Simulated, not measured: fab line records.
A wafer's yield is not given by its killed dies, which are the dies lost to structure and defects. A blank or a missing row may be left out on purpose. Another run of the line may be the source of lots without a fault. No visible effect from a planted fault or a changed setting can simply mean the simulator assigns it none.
Chamber matching / flow n5_finfet / N5_BEOL_M0_SAQP_PECVD_97 on pecvd-02: 3 sister chambers
The step deposits SiNx from SiH4/NH3/N2, target thk 23 nm, time 19.9 s. 6 wafers are shown with their chamber, then 7 later ones without.

WAFERS WITH THEIR CHAMBER
wafer=L076.6; chamber=1; throttle_valve_pct (%)=44.0; showerhead_plenum_p_Torr (Torr)=5.11
wafer=L077.2; chamber=2; throttle_valve_pct (%)=37.0; showerhead_plenum_p_Torr (Torr)=5.13
wafer=L088.3; chamber=0; throttle_valve_pct (%)=42.0; showerhead_plenum_p_Torr (Torr)=5.23
wafer=L088.4; chamber=1; throttle_valve_pct (%)=44.1; showerhead_plenum_p_Torr (Torr)=5.11
wafer=L091.3; chamber=0; throttle_valve_pct (%)=41.7; showerhead_plenum_p_Torr (Torr)=5.24
wafer=L091.4; chamber=2; throttle_valve_pct (%)=37.9; showerhead_plenum_p_Torr (Torr)=5.13

WAFERS WITH NO CHAMBER GIVEN
wafer=L091.5; throttle_valve_pct (%)=42.0; showerhead_plenum_p_Torr (Torr)=5.23
wafer=L094.1; throttle_valve_pct (%)=44.0; showerhead_plenum_p_Torr (Torr)=5.13
wafer=L094.2; throttle_valve_pct (%)=42.0; showerhead_plenum_p_Torr (Torr)=5.24
wafer=L094.4; throttle_valve_pct (%)=43.9; showerhead_plenum_p_Torr (Torr)=5.12
wafer=L096.3; throttle_valve_pct (%)=44.1; showerhead_plenum_p_Torr (Torr)=5.12
wafer=L096.4; throttle_valve_pct (%)=44.1; showerhead_plenum_p_Torr (Torr)=5.12
wafer=L096.5; throttle_valve_pct (%)=41.9; showerhead_plenum_p_Torr (Torr)=5.23

THE CHAMBER EACH PASSED THROUGH
wafer=L091.5; from the rows above=0; in truth=0
wafer=L094.1; from the rows above=1; in truth=1
wafer=L094.2; from the rows above=0; in truth=0
wafer=L094.4; from the rows above=1; in truth=1
wafer=L096.3; from the rows above=1; in truth=1
wafer=L096.4; from the rows above=1; in truth=1
wafer=L096.5; from the rows above=0; in truth=0
Correctly placed: 7 of 7. From these rows, 0 cannot be placed. Wrongly placed: 0.
How it was worked out, from the rows above alone: a wafer's distance from a chamber is the root of the sum, over the readings, of the square of ((its reading less the chamber's mean) divided by the reading's scatter). If the next closest chamber is less than 2 further off than the closest, the wafer can't be placed; otherwise it belongs to the closest. The mean given for a chamber averages the wafers shown for that chamber. How the scatter is found: for the shown wafers, subtract from each reading the mean of its chamber, square and add these, divide the total by (wafers less chambers), then take the root.
